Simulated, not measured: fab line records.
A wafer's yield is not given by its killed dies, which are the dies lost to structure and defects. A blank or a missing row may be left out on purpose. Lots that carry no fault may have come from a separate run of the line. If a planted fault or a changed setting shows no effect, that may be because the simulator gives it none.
Matching of chambers :: flow n5_finfet :: rie_diel-01 running N5_BEOL_M0_ETCH_109: 4 sister chambers
The step etches SiCN in CH3F/O2, target depth 8 nm, overetch 2.4 nm, time 27.4 s. 14 wafers are shown with their chamber, then 7 later ones without.

WAFERS, EACH WITH ITS CHAMBER
wafer: L076.1
chamber: 2
showerhead_plenum_p_Torr (Torr): 1.92
throttle_valve_pct (%): 16.92
drypump_motor_current_A (A): 5.8

wafer: L076.2
chamber: 0
showerhead_plenum_p_Torr (Torr): 2.04
throttle_valve_pct (%): 16.06
drypump_motor_current_A (A): 5.1

wafer: L076.5
chamber: 3
showerhead_plenum_p_Torr (Torr): 2.02
throttle_valve_pct (%): 16.25
drypump_motor_current_A (A): 5.6

wafer: L080.1
chamber: 2
showerhead_plenum_p_Torr (Torr): 1.92
throttle_valve_pct (%): 16.93
drypump_motor_current_A (A): 5.9

wafer: L080.2
chamber: 0
showerhead_plenum_p_Torr (Torr): 2.03
throttle_valve_pct (%): 16.07
drypump_motor_current_A (A): 5.1

wafer: L080.3
chamber: 3
showerhead_plenum_p_Torr (Torr): 2.01
throttle_valve_pct (%): 16.28
drypump_motor_current_A (A): 5.5

wafer: L080.4
chamber: 1
showerhead_plenum_p_Torr (Torr): 2.05
throttle_valve_pct (%): 16.55
drypump_motor_current_A (A): 5.6

wafer: L080.5
chamber: 1
showerhead_plenum_p_Torr (Torr): 2.05
throttle_valve_pct (%): 16.53
drypump_motor_current_A (A): 5.6

wafer: L080.6
chamber: 0
showerhead_plenum_p_Torr (Torr): 2.03
throttle_valve_pct (%): 16.09
drypump_motor_current_A (A): 5.1

wafer: L083.2
chamber: 0
showerhead_plenum_p_Torr (Torr): 2.03
throttle_valve_pct (%): 16.11
drypump_motor_current_A (A): 5.1

wafer: L083.4
chamber: 3
showerhead_plenum_p_Torr (Torr): 2.01
throttle_valve_pct (%): 16.28
drypump_motor_current_A (A): 5.5

wafer: L083.6
chamber: 3
showerhead_plenum_p_Torr (Torr): 2.01
throttle_valve_pct (%): 16.29
drypump_motor_current_A (A): 5.6

wafer: L091.3
chamber: 1
showerhead_plenum_p_Torr (Torr): 2.05
throttle_valve_pct (%): 16.59
drypump_motor_current_A (A): 5.6

wafer: L091.4
chamber: 0
showerhead_plenum_p_Torr (Torr): 2.03
throttle_valve_pct (%): 16.11
drypump_motor_current_A (A): 5.1

SIGNATURES (averages over the wafers above)
reading: showerhead_plenum_p_Torr
chamber 0: 2.0320
chamber 1: 2.0500
chamber 2: 1.9200
chamber 3: 2.0125
scatter within a chamber: 0.00394

reading: throttle_valve_pct
chamber 0: 16.0880
chamber 1: 16.5567
chamber 2: 16.9250
chamber 3: 16.2750
scatter within a chamber: 0.0221

reading: drypump_motor_current_A
chamber 0: 5.100
chamber 1: 5.600
chamber 2: 5.850
chamber 3: 5.550
scatter within a chamber: 0.0387
Rule: for each reading, subtract the chamber's mean from the wafer's reading, divide by that reading's scatter and square the result; add these up over the readings and take the root, which gives the wafer's distance from the chamber. If the next closest chamber is less than 2 further off than the closest, the wafer can't be placed; otherwise it belongs to the closest. The scatter: the root of (the sum of the squares of (reading less its chamber's mean) over the shown wafers, divided by (wafers less chambers)).

WAFERS WITHOUT THEIR CHAMBER
wafer: L091.5
showerhead_plenum_p_Torr (Torr): 2.05
throttle_valve_pct (%): 16.58
drypump_motor_current_A (A): 5.5

wafer: L092.1
showerhead_plenum_p_Torr (Torr): 2.00
throttle_valve_pct (%): 16.34
drypump_motor_current_A (A): 5.5

wafer: L092.2
showerhead_plenum_p_Torr (Torr): 2.16
throttle_valve_pct (%): 16.54
drypump_motor_current_A (A): 5.8

wafer: L092.6
showerhead_plenum_p_Torr (Torr): 2.00
throttle_valve_pct (%): 16.32
drypump_motor_current_A (A): 5.5

wafer: L093.1
showerhead_plenum_p_Torr (Torr): 2.00
throttle_valve_pct (%): 16.34
drypump_motor_current_A (A): 5.5

wafer: L093.3
showerhead_plenum_p_Torr (Torr): 2.04
throttle_valve_pct (%): 16.61
drypump_motor_current_A (A): 5.5

wafer: L093.6
showerhead_plenum_p_Torr (Torr): 2.04
throttle_valve_pct (%): 16.58
drypump_motor_current_A (A): 5.5

CHAMBER TAKEN BY EACH
wafer: L091.5
from the rows above: 1
in truth: 1

wafer: L092.1
from the rows above: 3
in truth: 3

wafer: L092.2
from the rows above: 1
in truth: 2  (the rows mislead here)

wafer: L092.6
from the rows above: 3
in truth: 3

wafer: L093.1
from the rows above: 3
in truth: 3

wafer: L093.3
from the rows above: 1
in truth: 1

wafer: L093.6
from the rows above: 1
in truth: 1
Correctly placed: 6 of 7. From these rows, 0 cannot be placed. Wrongly placed: 1.
